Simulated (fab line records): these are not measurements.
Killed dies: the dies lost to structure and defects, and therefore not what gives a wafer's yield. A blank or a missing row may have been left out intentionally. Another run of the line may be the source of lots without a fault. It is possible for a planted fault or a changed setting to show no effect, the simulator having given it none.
Chamber matching || flow n5_finfet || cvd_co-01 running N5_BEOL_M4_CVD_47: 3 sister chambers
The step deposits Co from CCTBA/H2, target thk 3 nm, time 223.8 s. 16 wafers are shown with their chamber, then 7 later ones without.

== WAFERS PAIRED WITH THEIR CHAMBERS ==
{"wafer": "L134.4", "chamber": 1, "run_length_s (s)": 247.0}
{"wafer": "L134.5", "chamber": 0, "run_length_s (s)": 247.2}
{"wafer": "L134.6", "chamber": 2, "run_length_s (s)": 247.6}
{"wafer": "L135.1", "chamber": 1, "run_length_s (s)": 246.6}
{"wafer": "L135.3", "chamber": 0, "run_length_s (s)": 247.1}
{"wafer": "L135.6", "chamber": 0, "run_length_s (s)": 247.2}
{"wafer": "L137.1", "chamber": 1, "run_length_s (s)": 246.7}
{"wafer": "L137.2", "chamber": 2, "run_length_s (s)": 247.4}
{"wafer": "L137.5", "chamber": 0, "run_length_s (s)": 246.8}
{"wafer": "L138.1", "chamber": 2, "run_length_s (s)": 247.8}
{"wafer": "L138.3", "chamber": 1, "run_length_s (s)": 246.6}
{"wafer": "L138.5", "chamber": 0, "run_length_s (s)": 247.7}
{"wafer": "L141.3", "chamber": 2, "run_length_s (s)": 247.3}
{"wafer": "L141.4", "chamber": 1, "run_length_s (s)": 247.0}
{"wafer": "L141.5", "chamber": 2, "run_length_s (s)": 247.7}
{"wafer": "L144.4", "chamber": 0, "run_length_s (s)": 247.2}

SIGNATURES (means of the wafers above)
{"reading": "run_length_s", "chamber 0": 247.200, "chamber 1": 246.780, "chamber 2": 247.560, "scatter within a chamber": 0.242}
Rule: a wafer lies at a distance from a chamber equal to the root of the sum of squares, over the readings, of (its reading less the chamber's mean, divided by the reading's scatter). The wafer belongs to the nearest chamber; if the next one is less than 2 further off, it can't be placed. How the scatter is found: for the shown wafers, subtract from each reading the mean of its chamber, square and add these, divide the total by (wafers less chambers), then take the root.

== WAFERS MISSING THEIR CHAMBER ==
{"wafer": "L144.5", "run_length_s (s)": 247.3}
{"wafer": "L144.6", "run_length_s (s)": 246.6}
{"wafer": "L145.2", "run_length_s (s)": 246.5}
{"wafer": "L145.4", "run_length_s (s)": 246.8}
{"wafer": "L145.5", "run_length_s (s)": 247.6}
{"wafer": "L146.1", "run_length_s (s)": 246.8}
{"wafer": "L146.2", "run_length_s (s)": 246.6}

== WHICH CHAMBER EACH ONE RAN IN ==
{"wafer": "L144.5", "from the rows above": "can't be placed: 0 or 2 or 1", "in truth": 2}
{"wafer": "L144.6", "from the rows above": "can't be placed: 1 or 0", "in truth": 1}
{"wafer": "L145.2", "from the rows above": "can't be placed: 1 or 0", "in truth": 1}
{"wafer": "L145.4", "from the rows above": "can't be placed: 1 or 0", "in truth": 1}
{"wafer": "L145.5", "from the rows above": "can't be placed: 2 or 0", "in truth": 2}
{"wafer": "L146.1", "from the rows above": "can't be placed: 1 or 0", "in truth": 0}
{"wafer": "L146.2", "from the rows above": "can't be placed: 1 or 0", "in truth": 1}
Correct placement for 0 of the 7. Not placeable from these rows: 7 (in 7, the candidates include the true chamber). Wrongly placed: 0.
